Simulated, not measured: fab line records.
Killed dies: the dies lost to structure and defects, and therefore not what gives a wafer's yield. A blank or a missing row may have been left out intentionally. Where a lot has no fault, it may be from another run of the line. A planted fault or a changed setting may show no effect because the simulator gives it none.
Matching of chambers	flow n5-finfet	4 sister chambers for N5_BEOL_M0_STRIP_104 on rie-diel-01
The step strips in N2/H2. 30 wafers are shown with their chamber, then 12 later ones without.

WAFERS, EACH WITH ITS CHAMBER
wafer	chamber	showerhead-plenum-p-Torr (Torr)	drypump-motor-current-A (A)	throttle-valve-pct (%)
L076.1	3	2.69	5.3	23.68
L076.2	2	2.60	6.0	23.49
L076.3	1	2.50	6.1	23.95
L076.4	0	2.70	6.0	23.62
L076.5	2	2.60	5.9	23.48
L076.6	1	2.50	6.1	23.96
L077.1	3	2.69	5.3	23.68
L077.2	0	2.70	6.0	23.65
L077.3	1	2.50	6.0	23.93
L078.1	1	2.50	6.1	23.92
L078.2	2	2.60	5.9	23.53
L078.5	2	2.60	5.9	23.53
L080.4	2	2.60	5.9	23.54
L080.5	0	2.70	6.0	23.66
L080.6	3	2.68	5.3	23.71
L081.1	3	2.68	5.3	23.70
L081.2	1	2.50	6.1	23.94
L081.3	0	2.70	6.0	23.65
L081.4	2	2.60	5.9	23.54
L081.5	2	2.60	5.9	23.54
L081.6	1	2.50	6.0	23.94
L082.3	3	2.68	5.3	23.72
L082.4	1	2.50	6.1	23.99
L082.6	3	2.68	5.3	23.72
L084.2	3	2.68	5.3	23.70
L084.3	2	2.60	5.9	23.51
L084.6	3	2.68	5.3	23.70
L086.2	2	2.59	5.9	23.53
L086.3	1	2.50	6.0	23.59
L086.6	3	2.68	5.3	23.74

SIGNATURES (means of the wafers above)
reading	chamber 0	chamber 1	chamber 2	chamber 3	scatter within a chamber
showerhead-plenum-p-Torr	2.7000	2.5000	2.5989	2.6822	0.00307
drypump-motor-current-A	6.000	6.062	5.911	5.300	0.0326
throttle-valve-pct	23.6450	23.9025	23.5211	23.7056	0.0687
Rule: for each reading, subtract the chamber's mean from the wafer's reading, divide by that reading's scatter and square the result; add these up over the readings and take the root, which gives the wafer's distance from the chamber. If the next closest chamber is less than 2 further off than the closest, the wafer can't be placed; otherwise it belongs to the closest. The scatter: take each reading less its chamber's mean, square it, sum over the shown wafers, divide by the number of wafers less the number of chambers, and take the root.

WAFERS MISSING THEIR CHAMBER
wafer	showerhead-plenum-p-Torr (Torr)	drypump-motor-current-A (A)	throttle-valve-pct (%)
L089.1	2.49	6.1	23.61
L089.2	2.59	5.9	23.55
L089.3	2.68	5.4	23.71
L089.4	2.69	6.0	23.66
L089.5	2.59	5.9	23.55
L089.6	2.68	5.3	23.75
L093.2	2.49	6.1	23.61
L093.5	2.67	5.4	23.74
L093.6	2.69	6.1	23.67
L096.3	2.59	5.9	23.56
L096.4	2.67	5.3	23.75
L096.5	2.49	6.1	23.62

CHAMBER TAKEN BY EACH
wafer	from the rows above	in truth
L089.1	1	1
L089.2	2	2
L089.3	3	3
L089.4	0	0
L089.5	2	2
L089.6	3	3
L093.2	1	1
L093.5	3	3
L093.6	0	0
L096.3	2	2
L096.4	3	3
L096.5	1	1
Correct placement for 12 of the 12. From these rows, 0 cannot be placed. Wrongly placed: 0.
